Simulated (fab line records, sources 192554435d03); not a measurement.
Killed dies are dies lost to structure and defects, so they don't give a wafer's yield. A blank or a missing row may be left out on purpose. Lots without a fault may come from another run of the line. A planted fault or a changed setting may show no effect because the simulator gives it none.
Chamber matching | flow n5_finfet | N5_MOL_CONTACT_COAG_ALD_131 on ald_sin-04: 3 sister chambers
The step deposits SiO2, target thk 5 nm, pulse time 1 s, co reactant pulse time 1 s. 3 wafers are shown with their chamber, then 7 later ones without.

WAFERS WITH THEIR CHAMBER
wafer  | chamber | heater_power_w (W)
L087.1 | 1       | 73
L087.6 | 2       | 82
L088.2 | 0       | 88

WAFERS WITHOUT THEIR CHAMBER
wafer  | heater_power_w (W)
L088.4 | 72
L088.5 | 87
L090.1 | 73
L090.5 | 86
L091.3 | 81
L091.5 | 83
L091.6 | 71

WHICH CHAMBER EACH WENT THROUGH
wafer  | from the rows above     | in truth
L088.4 | 1                       | 1
L088.5 | 0                       | 0
L090.1 | 1                       | 1
L090.5 | can't be placed: 0 or 2 | 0
L091.3 | 2                       | 2
L091.5 | 2                       | 2
L091.6 | 1                       | 1
Placed correctly: 6 of 7. Can't be placed from these rows: 1 (the true chamber is among the candidates in 1). Placed wrongly: 0.
How it was worked out, from the rows above alone: a wafer's distance from a chamber is the root of the sum, over the readings, of the square of ((its reading less the chamber's mean) divided by the reading's scatter). The wafer belongs to the nearest chamber; if the next one is less than 2 further off, it can't be placed. A chamber's mean is the mean of its shown wafers. The scatter: with one shown wafer a chamber, the root of the mean of the squares of how far each hidden wafer lies from its nearest shown one.
